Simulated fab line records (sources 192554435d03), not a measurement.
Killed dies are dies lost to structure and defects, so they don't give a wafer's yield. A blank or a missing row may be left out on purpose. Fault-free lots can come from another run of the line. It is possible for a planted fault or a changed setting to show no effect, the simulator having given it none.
fab line records + flow n5_finfet + part 2 of 2: steps 23 to 29 of 29
record:
- lots: 5
- wafers: 15
- last_day: 19
route steps=1938 shown BEOL_M3@948
lots that met no fault: from a run of the same line without faults
start_h: the number of hours between the record's first day and the start of the first shown wafer of the lot + wait_h: hours elapsed since this lot's preceding step + " unchanged from the row above + L1.1+2: one row covering several wafers at once + - no value, or no start was given + * or withheld: withheld + < > ~ a bound
route shown NAME@n: names a module that has steps shown in the file, with the first one's number in the route + usual: average and standard deviation across the fault-free wafers + same: alike in all rows + chamber/n: place in a boat + sites: readings site by site + _std_site: the values' standard deviation + _edge_site: outer sites' mean less inner sites' + radius_mm: for every site, how far away it sits from the centre of the wafer + mask NAME#n: copy n + behind: tool/chamber where the wafer was last shaped + hold: the reason the lot was held/the length of the hold in hours/how it ended + device: transistor that didn't switch, given as n, p or np + end of line: tests of these same wafers at the route's end + a step given without rows: its recipe and nothing more + killed: count of dies lost to structure and defects at first sort (not the wafer's yield) + map: a wafer's dies, marking killed ones x, the rest . and places with no die _
set.NAME: the setting as run; set.NAME@STEP: as run at that earlier step + model.NAME: the simulator's own value behind a step, which no gauge read
lots at selected steps of the route; one table per step, one row per wafer
services: a tool's chamber out of use, with start hour (start_h, from the record's first day; less than 0 if before it), hours out, and reason
== steps ==
step: N5_BEOL_M3_ETCH_77
recipe:
- chemistry: N2/H2
- target: underlayer
- target_depth_a: 65
- mask_material: CAR-EUV
- time_s: 5.2
- ion_energy_ev: 200
- pressure_mtorr: 30
- source_w: 840
- bias_w: 150
- n2_flow_sccm: 200
- h2_flow_sccm: 200
- ends: cleared
usual:
- drypump_motor_current_A: 5.5/0.35
- etch_rf_on_time_s: 5.17/0.15
- oes_product_au: 0.65/0.069
- rf_vpp_V: 522.9/2.7
- showerhead_plenum_p_Torr: 2.51/0.095
- throttle_valve_pct: 17.90/0.23
| lot.wafer | tool        | chamber | start_h | wait_h | drypump_motor_current_A | etch_rf_on_time_s | oes_product_au | rf_hours_counter_h | rf_vpp_V | showerhead_plenum_p_Torr | throttle_valve_pct |
|-----------|-------------|---------|---------|--------|-------------------------|-------------------|----------------|--------------------|----------|--------------------------|--------------------|
| L074.2    | rie_diel-02 | 0       | 161.08  | 0.0    | 5.4                     | 5.42              | 0.58           | 248                | 526.2    | 2.59                     | 18.07              |
| L074.3    | "           | 1       | "       | "      | 6.0                     | 5.46              | 0.60           | 175                | 523.0    | 2.43                     | 17.66              |
| L074.5    | "           | 3       | "       | "      | 5.7                     | 5.20              | 0.62           | -                  | 525.8    | 2.51                     | 18.19              |
| L082.2    | rie_diel-06 | 3       | 221.92  | 0.0    | 5.4                     | 5.17              | 0.63           | 182                | 519.3    | 2.43                     | 18.14              |
| L082.5    | "           | 1       | "       | "      | 5.6                     | 4.97              | 0.63           | -                  | 520.3    | 2.40                     | 17.70              |
| L082.6    | "           | 2       | "       | "      | 5.2                     | 5.14              | 0.60           | -                  | 524.8    | 2.63                     | 18.00              |
| L084.2    | rie_diel-04 | 2       | 245.59  | 0.0    | 5.3                     | 5.53              | 0.61           | 180                | 526.0    | 2.66                     | 18.13              |
| L084.5    | "           | 1       | "       | "      | 6.2                     | 5.17              | 0.58           | -                  | 518.4    | 2.40                     | 18.19              |
| L084.6    | "           | 2       | "       | "      | 5.3                     | 5.50              | 0.61           | -                  | 526.9    | 2.66                     | 18.12              |
| L089.1    | rie_diel-06 | 2       | 273.85  | 0.0    | 5.2                     | 5.10              | 0.59           | 233                | 525.5    | 2.63                     | 18.05              |
| L089.4    | "           | 0       | "       | "      | 4.9                     | 5.30              | 0.72           | 49                 | 522.6    | 2.48                     | 17.63              |
| L089.6    | "           | 0       | "       | "      | 4.9                     | 5.31              | 0.71           | -                  | 520.9    | 2.48                     | 17.62              |
| L094.2    | rie_diel-04 | 0       | 290.21  | 0.0    | 5.8                     | 5.10              | 0.76           | 47                 | 520.1    | 2.49                     | 17.61              |
| L094.5    | "           | 2       | "       | "      | 5.2                     | 5.37              | 0.60           | -                  | 528.5    | 2.65                     | 18.14              |
| L094.6    | "           | 1       | "       | "      | 6.3                     | 5.01              | 0.85           | -                  | 527.4    | 2.72                     | 17.74              |
step: N5_BEOL_M3_ETCH_69
recipe:
- chemistry: CF4
- target: SiARC
- target_depth_a: 156
- mask_material: CAR-EUV
- time_s: 26
- ion_energy_ev: 80
- pressure_mtorr: 40
- source_w: 545
- bias_w: 36
- Ar_flow_sccm: 100
- cf4_flow_sccm: 100
- ends: cleared
usual:
- drypump_motor_current_A: 5.5/0.34
- etch_rf_on_time_s: 26.0/0.74
- oes_product_au: 0.64/0.068
- rf_vpp_V: 183.7/1.3
- showerhead_plenum_p_Torr: 2.11/0.07
- throttle_valve_pct: 15.63/0.23
| lot.wafer | tool        | chamber | start_h | wait_h | drypump_motor_current_A | etch_rf_on_time_s | oes_product_au | rf_hours_counter_h | rf_vpp_V | showerhead_plenum_p_Torr | throttle_valve_pct |
|-----------|-------------|---------|---------|--------|-------------------------|-------------------|----------------|--------------------|----------|--------------------------|--------------------|
| L074.2    | rie_diel-02 | 0       | 161.10  | 0.0    | 5.4                     | 27.3              | 0.60           | 248                | 184.3    | 2.19                     | 15.85              |
| L074.3    | "           | 1       | "       | "      | 6.0                     | 27.4              | 0.61           | 175                | 183.4    | 2.04                     | 15.33              |
| L074.5    | "           | 3       | "       | "      | 5.7                     | 25.9              | 0.61           | -                  | 183.6    | 2.11                     | 15.85              |
| L082.2    | rie_diel-06 | 3       | 221.93  | 0.0    | 5.3                     | 25.6              | 0.63           | 182                | 183.6    | 2.05                     | 15.94              |
| L082.5    | "           | 1       | "       | "      | 5.7                     | 24.8              | 0.63           | -                  | 183.8    | 2.05                     | 15.63              |
| L082.6    | "           | 2       | "       | "      | 5.2                     | 25.6              | 0.61           | -                  | 184.7    | 2.20                     | 15.72              |
| L084.2    | rie_diel-04 | 2       | 245.61  | 0.0    | 5.3                     | 27.3              | 0.61           | 180                | 184.9    | 2.22                     | 15.71              |
| L084.5    | "           | 1       | "       | "      | 6.3                     | 25.8              | 0.58           | -                  | 182.3    | 2.03                     | 15.82              |
| L084.6    | "           | 2       | "       | "      | 5.2                     | 27.3              | 0.61           | -                  | 187.2    | 2.22                     | 15.71              |
| L089.1    | rie_diel-06 | 2       | 273.87  | 0.0    | 5.2                     | 26.1              | 0.59           | 233                | 185.4    | 2.20                     | 15.75              |
| L089.4    | "           | 0       | "       | "      | 4.9                     | 27.0              | 0.70           | 49                 | 183.7    | 2.08                     | 15.29              |
| L089.6    | "           | 0       | "       | "      | 5.0                     | 26.8              | 0.71           | -                  | 184.1    | 2.08                     | 15.29              |
| L094.2    | rie_diel-04 | 0       | 290.22  | 0.0    | 5.8                     | 25.6              | 0.75           | 47                 | 181.8    | 2.10                     | 15.34              |
| L094.5    | "           | 2       | "       | "      | 5.2                     | 27.1              | 0.60           | -                  | 184.8    | 2.21                     | 15.74              |
| L094.6    | "           | 1       | "       | "      | 6.3                     | 25.2              | 0.84           | -                  | 184.3    | 2.28                     | 15.33              |
step: N5_BEOL_M3_ALD_98
recipe:
- material: SiO2
- target_thk_a: 25
- temp_c: 100
- ald_precursor_family: BDEAS
- ald_co_reactant: O2-plasma
- pulse_time_s: 1
- co_reactant_pulse_time_s: 1
- purge_time_s: 2
- co_reactant_purge_time_s: 2
- ald_cycles: 17
- pressure_torr: 2
usual:
- heater_power_w: 78/7.1
- precursor_pulse_height_rel: 1.000/0.02
| lot.wafer | tool       | chamber | start_h | wait_h | heater_power_w | precursor_pulse_height_rel |
|-----------|------------|---------|---------|--------|----------------|----------------------------|
| L074.2    | ald_sin-01 | 1       | 161.57  | 0.4    | 88             | 1.000                      |
| L074.3    | "          | 3       | "       | "      | 68             | 1.018                      |
| L074.5    | "          | 2       | "       | "      | 80             | 0.986                      |
| L082.2    | ald_sin-03 | 2       | 222.02  | 0.1    | 78             | 0.977                      |
| L082.5    | "          | 2       | "       | "      | 77             | 0.977                      |
| L082.6    | "          | 3       | "       | "      | 85             | 1.021                      |
| L084.2    | ald_sin-03 | 0       | 245.88  | 0.2    | 86             | 0.993                      |
| L084.5    | "          | 3       | "       | "      | 84             | 0.954                      |
| L084.6    | "          | 2       | "       | "      | 77             | 1.029                      |
| L089.1    | ald_sin-01 | 0       | 275.56  | 1.7    | 69             | 0.995                      |
| L089.4    | "          | 1       | "       | "      | 88             | 0.989                      |
| L089.6    | "          | 2       | "       | "      | 79             | 1.025                      |
| L094.2    | ald_sin-03 | 1       | 290.31  | 0.1    | 77             | 0.995                      |
| L094.5    | "          | 1       | "       | "      | 74             | 1.018                      |
| L094.6    | "          | 2       | "       | "      | 72             | 0.996                      |
step: N5_BEOL_M3_ETCHBACK_99
recipe:
- chemistry: CHF3
- target: SiO2
- target_depth_a: 50
- time_s: 10.4
- source_w: 215
- bias_w: 47
- Ar_flow_sccm: 200
- CHF3_flow_sccm: 12
- ion_energy_ev: 100
- pressure_mtorr: 30
usual:
- drypump_motor_current_A: 5.5/0.38
- oes_product_au: 0.77/0.09
- rf_vpp_V: 241/5.2
- showerhead_plenum_p_Torr: 2.14/0.083
- throttle_valve_pct: 17.09/0.22
| lot.wafer | tool        | chamber | start_h | wait_h | drypump_motor_current_A | oes_product_au | rf_hours_counter_h | rf_vpp_V | showerhead_plenum_p_Torr | throttle_valve_pct |
|-----------|-------------|---------|---------|--------|-------------------------|----------------|--------------------|----------|--------------------------|--------------------|
| L074.2    | rie_diel-02 | 2       | 177.80  | 16.2   | 5.5                     | 0.71           | 231                | 250      | 2.13                     | 17.05              |
| L074.3    | "           | 3       | "       | "      | 5.7                     | 0.71           | 219                | 233      | 2.11                     | 17.25              |
| L074.5    | "           | 2       | "       | "      | 5.5                     | 0.71           | -                  | 251      | 2.13                     | 17.06              |
| L082.2    | rie_diel-06 | 2       | 238.03  | 16.0   | 5.2                     | 0.71           | 224                | 245      | 2.22                     | 17.17              |
| L082.5    | "           | 2       | "       | "      | 5.2                     | 0.70           | -                  | 244      | 2.22                     | 17.15              |
| L082.6    | "           | 1       | "       | "      | 5.7                     | 0.73           | -                  | 242      | 2.06                     | 17.14              |
| L084.2    | rie_diel-04 | 1       | 255.40  | 9.5    | 6.2                     | 0.68           | 247                | 234      | 2.05                     | 17.36              |
| L084.5    | "           | 3       | "       | "      | 5.6                     | 0.67           | -                  | 235      | 2.10                     | 17.20              |
| L084.6    | "           | 2       | "       | "      | 5.2                     | 0.71           | -                  | 245      | 2.24                     | 17.25              |
| L089.1    | rie_diel-06 | 3       | 295.16  | 19.5   | 5.4                     | 0.71           | 201                | 242      | 2.05                     | 17.44              |
| L089.4    | "           | 2       | "       | "      | 5.2                     | 0.69           | 239                | 246      | 2.21                     | 17.19              |
| L089.6    | "           | 3       | "       | "      | 5.4                     | 0.71           | -                  | 242      | 2.05                     | 17.46              |
| L094.2    | rie_diel-04 | 2       | 326.44  | 36.1   | 5.2                     | 0.69           | 208                | 247      | 2.23                     | 17.27              |
| L094.5    | "           | 0       | "       | "      | 5.8                     | 0.87           | -                  | 232      | 2.10                     | 16.84              |
| L094.6    | "           | 2       | "       | "      | 5.2                     | 0.69           | -                  | 245      | 2.24                     | 17.27              |
step: N5_BEOL_M3_ETCH_70
recipe:
- chemistry: N2/H2
- target: SOC
- target_depth_a: 800
- overetch_a: 160
- mask_material: SiARC
- temp_c: 40
- time_s: 120
- ion_energy_ev: 200
- pressure_mtorr: 30
- source_w: 840
- bias_w: 150
- n2_flow_sccm: 200
- h2_flow_sccm: 200
usual:
- drypump_motor_current_A: 5.5/0.38
- oes_product_au: 0.59/0.064
- rf_vpp_V: 523.2/2.7
- showerhead_plenum_p_Torr: 2.52/0.1
- throttle_valve_pct: 17.85/0.23
| lot.wafer | tool        | chamber | start_h | wait_h | drypump_motor_current_A | oes_product_au | rf_hours_counter_h | rf_vpp_V | showerhead_plenum_p_Torr | throttle_valve_pct |
|-----------|-------------|---------|---------|--------|-------------------------|----------------|--------------------|----------|--------------------------|--------------------|
| L074.2    | rie_diel-02 | 2       | 177.83  | 0.0    | 5.5                     | 0.55           | 231                | 521.8    | 2.51                     | 17.78              |
| L074.3    | "           | 3       | "       | "      | 5.7                     | 0.55           | 219                | 522.8    | 2.51                     | 18.15              |
| L074.5    | "           | 2       | "       | "      | 5.5                     | 0.55           | -                  | 523.6    | 2.51                     | 17.76              |
| L082.2    | rie_diel-06 | 2       | 238.07  | 0.0    | 5.2                     | 0.54           | 224                | 527.1    | 2.63                     | 17.98              |
| L082.5    | "           | 2       | "       | "      | 5.2                     | 0.54           | -                  | 525.9    | 2.63                     | 17.96              |
| L082.6    | "           | 1       | "       | "      | 5.6                     | 0.56           | -                  | 521.0    | 2.40                     | 17.64              |
| L084.2    | rie_diel-04 | 1       | 255.44  | 0.0    | 6.3                     | 0.53           | 247                | 521.3    | 2.40                     | 18.15              |
| L084.5    | "           | 3       | "       | "      | 5.7                     | 0.51           | -                  | 523.1    | 2.50                     | 18.09              |
| L084.6    | "           | 2       | "       | "      | 5.3                     | 0.56           | -                  | 526.9    | 2.66                     | 18.08              |
| L089.1    | rie_diel-06 | 3       | 295.19  | 0.0    | 5.3                     | 0.56           | 201                | 520.6    | 2.42                     | 18.13              |
| L089.4    | "           | 2       | "       | "      | 5.2                     | 0.53           | 239                | 526.0    | 2.62                     | 18.00              |
| L089.6    | "           | 3       | "       | "      | 5.3                     | 0.55           | -                  | 520.5    | 2.42                     | 18.14              |
| L094.2    | rie_diel-04 | 2       | 326.48  | 0.0    | 5.3                     | 0.54           | 209                | 525.2    | 2.64                     | 18.15              |
| L094.5    | "           | 0       | "       | "      | 5.8                     | 0.65           | -                  | 521.8    | 2.49                     | 17.63              |
| L094.6    | "           | 2       | "       | "      | 5.2                     | 0.54           | -                  | 524.7    | 2.64                     | 18.12              |
step: N5_BEOL_M3_STRIP_71
recipe:
- chemistry: N2/H2
- temp_c: 40
- n2_flow_sccm: 200
- h2_flow_sccm: 200
- rf_frequency_hz: 6e+07
| lot.wafer  | tool        | chamber | start_h | wait_h |
|------------|-------------|---------|---------|--------|
| L074.2+3+5 | rie_diel-02 | 2,3,2   | 177.91  | 0.0    |
| L082.2+5+6 | rie_diel-06 | 2,2,1   | 238.15  | 0.0    |
| L084.2+5+6 | rie_diel-04 | 1,3,2   | 255.52  | 0.0    |
| L089.1+4+6 | rie_diel-06 | 3,2,3   | 295.27  | 0.0    |
| L094.2+5+6 | rie_diel-04 | 2,0,2   | 326.56  | 0.0    |
step: N5_BEOL_M3_STRIP_78
recipe:
- chemistry: N2/H2
- temp_c: 40
- n2_flow_sccm: 200
- h2_flow_sccm: 200
- rf_frequency_hz: 6e+07
| lot.wafer  | tool        | chamber | start_h | wait_h |
|------------|-------------|---------|---------|--------|
| L074.2+3+5 | rie_diel-02 | 2,3,2   | 177.92  | 0.0    |
| L082.2+5+6 | rie_diel-06 | 2,2,1   | 238.16  | 0.0    |
| L084.2+5+6 | rie_diel-04 | 1,3,2   | 255.53  | 0.0    |
| L089.1+4+6 | rie_diel-06 | 3,2,3   | 295.28  | 0.0    |
| L094.2+5+6 | rie_diel-04 | 2,0,2   | 326.57  | 0.0    |
== services ==
| tool           | chamber | start_h | hours | kind   |
|----------------|---------|---------|-------|--------|
| rie_diel-02    | 1       | 154.13  | 5.4   | repair |
| euv_scanner-02 | -       | 154.17  | 1.0   | pm     |
| euv_scanner-02 | -       | 166.19  | 0.2   | repair |
| rie_diel-04    | 3       | 167.41  | 8.7   | repair |
| euv_scanner-02 | -       | 172.86  | 5.8   | pm     |
| rie_diel-02    | -       | 179.40  | 1.0   | repair |
| euv_scanner-01 | -       | 186.34  | 19.1  | repair |
| rie_diel-06    | 2       | 189.08  | 10.0  | repair |
| ald_sin-03     | 3       | 193.74  | 3.0   | repair |
| rie_diel-06    | -       | 200.13  | 14.6  | pm     |
| euv_scanner-02 | -       | 206.41  | 6.2   | pm     |
| euv_scanner-02 | -       | 212.66  | 4.6   | pm     |
| euv_scanner-01 | -       | 224.25  | 4.6   | pm     |
| rie_diel-06    | 2       | 226.76  | 7.4   | repair |
| rie_diel-04    | 3       | 236.60  | 5.9   | repair |
| ald_sin-01     | -       | 244.06  | 1.3   | repair |
| euv_scanner-01 | -       | 246.87  | 1.0   | pm     |
| rie_diel-02    | -       | 257.06  | 72.1  | repair |
| euv_scanner-02 | -       | 266.47  | 1.0   | pm     |
| ald_sin-03     | -       | 268.43  | 14.0  | pm     |
| rie_diel-04    | 3       | 294.15  | 6.5   | repair |
| ald_sin-03     | 2       | 298.75  | 6.0   | repair |
| ald_sin-03     | 3       | 312.96  | 10.0  | repair |
| euv_scanner-02 | -       | 322.62  | 1.0   | pm     |
